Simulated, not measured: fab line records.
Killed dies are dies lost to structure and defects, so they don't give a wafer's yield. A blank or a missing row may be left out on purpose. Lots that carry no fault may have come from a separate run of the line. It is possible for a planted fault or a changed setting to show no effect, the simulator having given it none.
fab line records -- flow n5Finfet -- part 2 of 2: steps 19 to 25 of 25
record: lots: 5, wafers: 15, lastDay: 15
route steps=1938 shown BEOL_M0_CUTY@701 BEOL_M0@715
lots that met no fault: taken from a fault-free run of the same line
startH: the number of hours between the record's first day and the start of the first shown wafer of the lot -- waitH: hours since the lot's step before -- " same as the row above -- L1.1+2: one row covering several wafers at once -- - either no value or no given start -- * or withheld: withheld -- < > ~ a bound
route shown NAME@n: names a module that has steps shown in the file, with the first one's number in the route -- usual: mean/standard deviation of fault-free wafers -- same: alike in all rows -- chamber/n: place in a boat -- sites: the reading at each site -- _std_site: standard deviation of those values -- _edge_site: inner sites' mean taken away from outer sites' mean -- radiusMm: for every site, how far away it sits from the centre of the wafer -- mask NAME#n: copy n -- behind: the most recent tool/chamber to have shaped the wafer -- hold: the reason the lot was held/the length of the hold in hours/how it ended -- device: the transistor (n, p or np) that didn't switch -- end of line: tests run on the same wafers once the route is complete -- for a step that has no rows: nothing shown but its recipe -- killed: count of dies lost to structure and defects at first sort (not the wafer's yield) -- map: a wafer's dies, x killed, . not, _ none there
set.NAME: the setting as run; set.NAME@STEP: as run at that earlier step -- model.NAME: the simulator's own value behind a step, which no gauge read
lots seen at some steps along the route; tables by step, rows by wafer
services: when a tool's chamber went out of use (startH, in hours from the record's first day, below 0 if earlier), for how many hours, and the reason
== steps ==
step: N5_BEOL_M0_WET_ETCH_106
recipe: chemistry: DHF, dilution: 10:1, tempC: 25, target: SiO2, targetDepthA: 1300, dry: ipaMarangoni, rinseTimeS: 30, rinseTempC: 23
usual: rinseTempC: 23.01/0.11
lot.wafer,tool,chamber,startH,waitH,rinseTempC
L079.1,wetBench-04,7,155.11,-,22.93
L079.2,wetBench-04,6,155.11,-,22.85
L079.6,wetBench-04,1,155.11,-,23.16
L082.2,wetBench-03,3,173.39,-,22.86
L082.4,wetBench-03,0,173.39,-,23.04
L082.6,wetBench-03,6,173.39,-,23.07
L080.1,wetBench-03,0,173.44,-,22.99
L080.3,wetBench-03,3,173.44,-,22.72
L080.4,wetBench-03,4,173.44,-,23.17
L087.1,wetBench-03,6,188.91,-,22.97
L087.2,wetBench-03,7,188.91,-,23.06
L087.6,wetBench-03,4,188.91,-,23.12
L089.1,wetBench-04,0,210.18,-,22.88
L089.4,wetBench-04,6,210.18,-,22.86
L089.6,wetBench-04,5,210.18,-,23.03
step: N5_BEOL_M0_ETCH_128
recipe: chemistry: CF4/N2, targetDepthA: 120, overetchA: 51, target: SiCN, timeS: 21.4, ionEnergyEv: 150, pressureMtorr: 40, sourceW: 430, biasW: 70, Ar_flow_sccm: 100, cf4FlowSccm: 60, n2FlowSccm: 60
usual: drypumpMotorCurrentA: 5.6/0.49, oesProductAu: 0.56/0.042, rfVppV: 382.4/1.8, showerheadPlenumPTorr: 2.21/0.061, throttleValvePct: 15.33/0.23
lot.wafer,tool,chamber,startH,waitH,drypumpMotorCurrentA,oesProductAu,rfHoursCounterH,rfVppV,showerheadPlenumPTorr,throttleValvePct
L079.1,rieDiel-06,1,155.16,0.0,4.9,0.51,156,380.9,2.11,15.53
L079.2,rieDiel-06,3,155.16,0.0,6.6,0.54,84,382.7,2.23,15.53
L079.6,rieDiel-06,3,155.16,0.0,6.6,0.55,-,382.8,2.23,15.52
L082.2,rieDiel-06,1,174.30,0.9,4.8,0.51,162,379.6,2.11,15.52
L082.4,rieDiel-06,2,174.30,0.9,5.4,0.57,94,380.7,2.15,15.42
L082.6,rieDiel-06,0,174.30,0.9,6.3,0.61,-,380.4,2.17,15.48
L080.1,rieDiel-06,3,174.42,1.0,6.6,0.53,90,382.3,2.23,15.52
L080.3,rieDiel-06,2,174.42,1.0,5.4,0.57,94,380.1,2.15,15.42
L080.4,rieDiel-06,0,174.42,1.0,6.2,0.60,36,380.9,2.17,15.47
L087.1,rieDiel-02,1,188.98,0.0,5.0,0.57,42,380.4,2.17,15.45
L087.2,rieDiel-02,0,188.98,0.0,5.4,0.50,158,381.8,2.21,15.67
L087.6,rieDiel-02,2,188.98,0.0,5.1,0.61,-,382.5,2.15,15.48
L089.1,rieDiel-03,2,210.24,0.0,5.6,0.58,41,383.4,2.25,15.05
L089.4,rieDiel-03,3,210.24,0.0,6.0,0.50,142,382.7,2.20,15.18
L089.6,rieDiel-03,0,210.24,0.0,5.5,0.56,-,384.4,2.31,14.94
step: N5_BEOL_M0_TRENCH_ETCH_107
recipe: chemistry: C4F6/O2, targetDepthA: 328, target: SiOC, timeS: 16.4, ionEnergyEv: 250, pressureMtorr: 30, sourceW: 355, biasW: 185, Ar_flow_sccm: 300, C4F6_flow_sccm: 10, O2_flow_sccm: 10
usual: drypumpMotorCurrentA: 5.6/0.49, oesProductAu: 0.81/0.061, rfVppV: 666/14, showerheadPlenumPTorr: 2.86/0.074, throttleValvePct: 20.79/0.28
lot.wafer,tool,chamber,startH,waitH,drypumpMotorCurrentA,oesProductAu,rfHoursCounterH,rfVppV,showerheadPlenumPTorr,throttleValvePct
L079.1,rieDiel-06,1,155.21,0.0,4.8,0.75,156,688,2.73,20.96
L079.2,rieDiel-06,3,155.21,0.0,6.6,0.82,84,667,2.89,21.06
L079.6,rieDiel-06,3,155.21,0.0,6.6,0.80,-,667,2.89,21.08
L082.2,rieDiel-06,1,174.34,0.0,4.8,0.74,162,688,2.73,20.96
L082.4,rieDiel-06,2,174.34,0.0,5.4,0.81,94,665,2.77,20.89
L082.6,rieDiel-06,0,174.34,0.0,6.3,0.87,-,654,2.80,21.02
L080.1,rieDiel-06,3,174.46,0.0,6.6,0.80,90,667,2.89,21.07
L080.3,rieDiel-06,2,174.46,0.0,5.4,0.81,94,668,2.77,20.88
L080.4,rieDiel-06,0,174.46,0.0,6.2,0.86,36,654,2.80,21.03
L087.1,rieDiel-02,1,189.02,0.0,5.0,0.83,42,664,2.81,21.03
L087.2,rieDiel-02,0,189.02,0.0,5.4,0.71,158,663,2.85,21.07
L087.6,rieDiel-02,2,189.02,0.0,5.1,0.89,-,639,2.78,21.04
L089.1,rieDiel-03,2,210.28,0.0,5.6,0.85,41,658,2.90,20.51
L089.4,rieDiel-03,3,210.28,0.0,6.0,0.74,142,659,2.84,20.56
L089.6,rieDiel-03,0,210.28,0.0,5.5,0.81,-,678,2.97,20.27
step: N5_BEOL_M0_STRIP_142
recipe: chemistry: N2/H2, timeS: 10, powerW: 450, tempC: 40, pressureMtorr: 20, rfFrequencyHz: 6e+07, biasPowerW: 7, n2FlowSccm: 200, h2FlowSccm: 200
usual: drypumpMotorCurrentA: 5.6/0.49, oesProductAu: 0.82/0.06, rfVppV: 59.2/0.9, showerheadPlenumPTorr: 2.54/0.076, throttleValvePct: 23.5/0.38
lot.wafer,tool,chamber,startH,waitH,drypumpMotorCurrentA,oesProductAu,rfHoursCounterH,rfVppV,showerheadPlenumPTorr,throttleValvePct
L079.1,rieDiel-06,1,155.23,0.0,4.8,0.74,156,58.9,2.42,23.6
L079.2,rieDiel-06,3,155.23,0.0,6.6,0.81,84,57.8,2.58,24.0
L079.6,rieDiel-06,3,155.23,0.0,6.6,0.80,-,60.0,2.58,24.1
L082.2,rieDiel-06,1,174.37,0.0,4.8,0.74,162,57.8,2.41,23.6
L082.4,rieDiel-06,2,174.37,0.0,5.5,0.81,94,59.1,2.45,23.3
L082.6,rieDiel-06,0,174.37,0.0,6.2,0.87,-,59.6,2.48,23.5
L080.1,rieDiel-06,3,174.48,0.0,6.6,0.79,90,58.2,2.57,24.1
L080.3,rieDiel-06,2,174.48,0.0,5.4,0.81,94,59.1,2.45,23.3
L080.4,rieDiel-06,0,174.48,0.0,6.2,0.88,36,59.1,2.48,23.5
L087.1,rieDiel-02,1,189.04,0.0,5.1,0.86,42,59.1,2.48,23.7
L087.2,rieDiel-02,0,189.04,0.0,5.4,0.72,158,58.7,2.53,23.8
L087.6,rieDiel-02,2,189.04,0.0,5.1,0.90,-,58.5,2.49,24.2
L089.1,rieDiel-03,2,210.30,0.0,5.6,0.86,41,59.9,2.57,23.0
L089.4,rieDiel-03,3,210.30,0.0,6.0,0.75,142,57.9,2.54,23.7
L089.6,rieDiel-03,0,210.30,0.0,5.5,0.83,-,59.1,2.67,22.9
step: N5_BEOL_M0_OCD_MEAS_108
usual: trenchDepthNm: 32.5/0.67
lot.wafer,tool,chamber,startH,waitH,trenchDepthNm
L079.1,ocd-02,-,155.31,0.1,33.4
L079.2,ocd-02,-,155.31,0.1,33.3
L079.6,ocd-02,-,155.31,0.1,33.3
L082.2,ocd-02,-,174.45,0.1,32.7
L082.4,ocd-02,-,174.45,0.1,31.1
L082.6,ocd-02,-,174.45,0.1,32.5
L080.1,ocd-02,-,174.56,0.1,33.0
L080.3,ocd-02,-,174.56,0.1,31.6
L080.4,ocd-02,-,174.56,0.1,32.6
L087.1,ocd-02,-,189.12,0.1,31.7
L087.2,ocd-02,-,189.12,0.1,31.5
L087.6,ocd-02,-,189.12,0.1,33.0
L089.1,ocd-02,-,210.38,0.1,33.2
L089.4,ocd-02,-,210.38,0.1,32.2
L089.6,ocd-02,-,210.38,0.1,32.5
step: N5_BEOL_M0_HM_STRIP_129
recipe: chemistry: peroxideTinStrip, material: TiN, targetDepthA: 170, tempC: 50, timeS: 108
usual: bathGuardTempC: 49.9/0.48
lot.wafer,tool,chamber,startH,waitH,bathGuardTempC
L079.1,wetBench-03,5,155.34,0.0,50.2
L079.2,wetBench-03,0,155.34,0.0,49.4
L079.6,wetBench-03,1,155.34,0.0,50.0
L082.2,wetBench-05,4,174.48,0.0,50.3
L082.4,wetBench-05,5,174.48,0.0,49.6
L082.6,wetBench-05,1,174.48,0.0,49.3
L080.1,wetBench-04,1,174.60,0.0,50.1
L080.3,wetBench-04,7,174.60,0.0,50.5
L080.4,wetBench-04,2,174.60,0.0,49.8
L087.1,wetBench-03,2,189.15,0.0,49.6
L087.2,wetBench-03,3,189.15,0.0,49.7
L087.6,wetBench-03,7,189.15,0.0,50.9
L089.1,wetBench-04,0,210.45,0.1,50.2
L089.4,wetBench-04,3,210.45,0.1,49.7
L089.6,wetBench-04,5,210.45,0.1,49.6
step: N5_BEOL_M0_SRD_130
recipe: timeS: 30, tempC: 23, rinseLiquid: diw, dry: ipaMarangoni
lot.wafer,tool,chamber,startH,waitH
L079.1+2+6,wetBench-03,"5,0,1",155.37,0.0
L082.2+4+6,wetBench-05,"4,5,1",174.51,0.0
L080.1+3+4,wetBench-04,"1,7,2",174.63,0.0
L087.1+2+6,wetBench-03,"2,3,7",189.19,0.0
L089.1+4+6,wetBench-04,"0,3,5",210.48,0.0
== services ==
tool,chamber,startH,hours,kind
arfiScanner-03,-,130.06,1.3,pm
arfiScanner-01,0,130.26,-,calibration
rieDiel-06,0,131.05,5.5,repair
rieMetal-03,0,132.05,12.0,repair
arfiScanner-02,-,152.45,1.3,pm
arfiScanner-01,-,153.18,1.0,pm
arfiScanner-01,-,158.78,1.3,pm
rieDiel-06,0,162.38,3.7,repair
rieDiel-02,1,162.82,3.1,repair
arfiScanner-01,-,167.07,0.8,pm
arfiScanner-02,-,184.85,0.8,pm
arfiScanner-01,-,186.51,0.8,pm
arfiScanner-02,-,191.10,1.0,pm
arfiScanner-02,-,192.10,4.9,pm
rieMetal-01,-,195.05,14.6,pm
arfiScanner-03,-,195.75,2.2,repair
arfiScanner-03,-,201.80,1.0,pm
rieMetal-01,-,210.27,0.7,repair
